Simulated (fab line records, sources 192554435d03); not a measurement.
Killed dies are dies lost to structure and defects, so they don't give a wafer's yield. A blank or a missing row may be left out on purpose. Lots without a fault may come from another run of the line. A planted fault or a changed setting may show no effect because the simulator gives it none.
Problem report in the 8D (eight disciplines) form, filled by code | flow n5_finfet | the parts of the form that need people (team, actions taken, sign-off) are left out

1. THE PROBLEM
killed_at_front_end at N5_PASSIVATION_PROBE_49 reads a mean of 151 on 9 wafers of 3 lots; wafers without a fault read 40 with a standard deviation of 13. That is +8.5 standard deviations from the usual mean.
First seen on wafer L257.1, day 16 09:48, on prober-02. The record holds 12 wafers of 4 lots with a number at this step. Rule for "out", or "out of limits": more than 4 standard deviations from the usual mean. The other wafers with a number count as sound.

2. WHAT IT IS AND WHAT IT IS NOT
question                    | is                     | is not
which readings at this step | killed_at_front_end    | killed_at_M0_to_M3, killed_at_M4_up, killed_at_contacts, killed_at_other, killed_open
which lots                  | L256, L257, L258       | L245
which wafers of those lots  | all that have a number | -
read on which tools         | prober-02              | prober-01
when                        | from day 16 09:48      | up to then (3 sound wafers)

3. SUSPECTS, AND WHAT RULES EACH OUT
Counting: a tool at a process step up to the reading stays a suspect if it ran every lot that is out and no sound lot after the first of them.
- rie_si-05 at N5_PMOS_HMC_CHANNEL_EPI_ETCH_38 (etches SiO2 in CF4, target depth 1.5 nm): kept. It ran every lot that is out, first L256 (day 5 12:19), and no sound lot after that.
- prober-02 at N5_PASSIVATION_PROBE_49: kept. It ran every lot that is out, first L257 (day 16 09:48), and no sound lot after that. Its own readings are out on those wafers: killed_at_front_end.
Left after counting: rie_si-05 at N5_PMOS_HMC_CHANNEL_EPI_ETCH_38, prober-02 at N5_PASSIVATION_PROBE_49.

4. THE CAUSE (what the simulator had put in)
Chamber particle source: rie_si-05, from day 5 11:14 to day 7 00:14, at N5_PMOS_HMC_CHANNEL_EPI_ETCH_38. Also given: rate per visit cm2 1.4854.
Counting left 2 suspects, and this tool is among them.

5. THE CHAIN OF EFFECTS, in route order
Each row: a reading whose mean over the struck wafers that have a number lies more than 3 standard deviations from the usual. Only readings for which the record gives a usual standard deviation are gone through. hours: the time from each lot's start at the first step in this table that gives one to its start at this step, as a median over the lots. sigmas: the change in usual standard deviations.
hours | step                    | reading              | usual  | on struck wafers | change | sigmas
0     | N5_PASSIVATION_PROBE_49 | defect_limited_yield | 91.4 % | 82.0             | -9.4   | -6.3
0     | N5_PASSIVATION_PROBE_49 | killed_at_front_end  | 40     | 151              | +111   | +8.5
0     | N5_PASSIVATION_PROBE_49 | killed_dies          | 102    | 213              | +111   | +6.5
0     | N5_PASSIVATION_PROBE_49 | sort_bin_5_function  | 5.1 %  | 10.9             | +5.8   | +6.0
0     | N5_PASSIVATION_PROBE_49 | sort_n_pass          | 1078   | 967              | -111   | -6.2
0     | N5_PASSIVATION_PROBE_49 | sort_yield_pct       | 91.3 % | 82.0             | -9.3   | -6.2
The process steps in it:
- N5_PASSIVATION_PROBE_49

6. WHAT WOULD HAVE CAUGHT IT SOONER
In this record the first reading out of limits was taken at day 16 09:48, 263 hours after the fault began at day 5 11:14.
Of the tool readings at N5_PMOS_HMC_CHANNEL_EPI_ETCH_38 for which the record gives a usual standard deviation, none was out on any struck wafer, so an alarm limit of 4 standard deviations on them would not have fired.
All the lots that are out (3) had begun N5_PMOS_HMC_CHANNEL_EPI_ETCH_38 on rie_si-05 by day 16 09:48. A hold on the tool at that time would have spared none of them.
